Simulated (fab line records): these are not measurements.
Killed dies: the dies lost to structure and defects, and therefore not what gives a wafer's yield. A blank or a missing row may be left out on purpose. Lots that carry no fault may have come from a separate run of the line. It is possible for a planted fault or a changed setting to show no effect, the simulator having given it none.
Which tool did it? | flow n5_finfet | 72 wafers from 24 lots sampled at 2 of the route's 1938 steps

== WHAT EACH GAUGE READ, for each wafer ==
N5_BEOL_M12_INSPECT_30: inspects for defects (macro).
lot  | measured     | on                | raw_defect_count
L075 | day 10 18:53 | defect_inspect-01 | 4 1 1
L074 | day 10 20:34 | defect_inspect-02 | 2 1 2
L076 | day 11 06:31 | defect_inspect-01 | 2 5 1
L078 | day 11 09:49 | defect_inspect-02 | 5 1 0
L077 | day 11 13:08 | defect_inspect-01 | 3 1 3
L080 | day 11 17:14 | defect_inspect-02 | 3 3 4
L079 | day 11 20:01 | defect_inspect-01 | 3 4 1
L081 | day 11 21:40 | defect_inspect-02 | 0 4 2
L083 | day 12 15:26 | defect_inspect-01 | 2 2 2
L082 | day 12 15:28 | defect_inspect-02 | 2 2 0
L084 | day 12 17:35 | defect_inspect-01 | 2 1 3
L085 | day 12 21:05 | defect_inspect-02 | 1 3 1
L086 | day 13 01:17 | defect_inspect-01 | 2 1 1
L089 | day 13 20:46 | defect_inspect-01 | 3 1 4
L087 | day 13 22:02 | defect_inspect-02 | 1 3 4
L088 | day 14 05:19 | defect_inspect-01 | 5 2 2
L090 | day 14 14:43 | defect_inspect-02 | 2 0 4
L091 | day 14 14:59 | defect_inspect-02 | 3 2 0
L093 | day 15 02:31 | defect_inspect-01 | 1 3 0
L092 | day 15 05:20 | defect_inspect-02 | 1 1 2
L095 | day 15 11:44 | defect_inspect-01 | 2 2 0
L094 | day 15 15:03 | defect_inspect-01 | 4 2 6
L096 | day 15 21:58 | defect_inspect-02 | 7 2 2
L097 | day 16 14:10 | defect_inspect-02 | 1 0 1

== EACH LOT AND THE TOOL THAT RAN IT (in order: tool; ch and the chambers of the sampled wafers; start) ==
lot  | N5_BEOL_M11_ALD_74
L075 | ald_metal-03 ch 0,2,3, day 10 15:31
L074 | ald_metal-01 ch 0,1,3, day 10 16:25
L076 | ald_metal-02 ch 0,2, day 11 02:48
L078 | ald_metal-01 ch 0,1,3, day 11 06:21
L077 | ald_metal-02 ch 0,1,2, day 11 09:25
L080 | ald_metal-01 ch 0,2,3, day 11 13:31
L079 | ald_metal-03 ch 0,1, day 11 16:14
L081 | ald_metal-01 ch 0,2,3, day 11 17:01
L083 | ald_metal-01 ch 0,1, day 12 11:40
L082 | ald_metal-03 ch 1,2,3, day 12 12:02
L084 | ald_metal-03 ch 2,3, day 12 13:57
L085 | ald_metal-01 ch 2,3, day 12 17:53
L086 | ald_metal-01 ch 0,2, day 12 21:32
L089 | ald_metal-02 ch 1,2,3, day 13 17:31
L087 | ald_metal-01 ch 2,3, day 13 18:42
L088 | ald_metal-03 ch 0,1,3, day 14 02:16
L090 | ald_metal-02 ch 0,2,3, day 14 11:34
L091 | ald_metal-03 ch 0,1,2, day 14 11:39
L093 | ald_metal-01 ch 0,1,2, day 14 22:49
L092 | ald_metal-02 ch 0,2,3, day 15 02:02
L095 | ald_metal-01 ch 0,1, day 15 08:07
L094 | ald_metal-02 ch 0,1,2, day 15 11:44
L096 | ald_metal-01 ch 1,2,3, day 15 18:42
L097 | ald_metal-02 ch 0,2, day 16 09:22
- N5_BEOL_M11_ALD_74: deposits TaN, target thk 2 nm, pulse time 2 s, purge time 3 s.

== WHAT THE TOOLS THEMSELVES READ (means of the sampled wafers that have a number; where no wafer has one, the mark that the record gives instead) ==
N5_BEOL_M11_ALD_74.
lot  | tool         | heater_power_w (W)
L075 | ald_metal-03 | 426
L074 | ald_metal-01 | 415
L076 | ald_metal-02 | 399
L078 | ald_metal-01 | 407
L077 | ald_metal-02 | 403
L080 | ald_metal-01 | 401
L079 | ald_metal-03 | 476
L081 | ald_metal-01 | 405
L083 | ald_metal-01 | 399
L082 | ald_metal-03 | 405
L084 | ald_metal-03 | 401
L085 | ald_metal-01 | 419
L086 | ald_metal-01 | 417
L089 | ald_metal-02 | 414
L087 | ald_metal-01 | 409
L088 | ald_metal-03 | 448
L090 | ald_metal-02 | 424
L091 | ald_metal-03 | 432
L093 | ald_metal-01 | 424
L092 | ald_metal-02 | 423
L095 | ald_metal-01 | 431
L094 | ald_metal-02 | 405
L096 | ald_metal-01 | 433
L097 | ald_metal-02 | 419

== THE ANSWER, worked out from the rows above alone ==
Rule: usual is defined by the lots themselves. Put in order of their means at a reading, lots are off if they are a third of the lots or fewer, leave a main group of 4 or more, and stand apart from it by a gap of 3 or more times the standard deviation of the main group's means; of several such gaps the widest counts. The tables above print the reading to a certain number of digits; a main group whose means all agree to those digits is not used. Also off: a lot with no number at a reading for which 4 or more lots have one. All remaining lots with rows at the step are treated as sound. First the gauges in route order, then the tools' own readings, where a lot's mean is used as printed above. At the first step where some lot is off, the reading lying furthest off is the one used; lots without a number count as furthest.
No lot is off on any of the readings shown, so nothing can be concluded from this.

== WHAT THE SIMULATOR PUT IN ==
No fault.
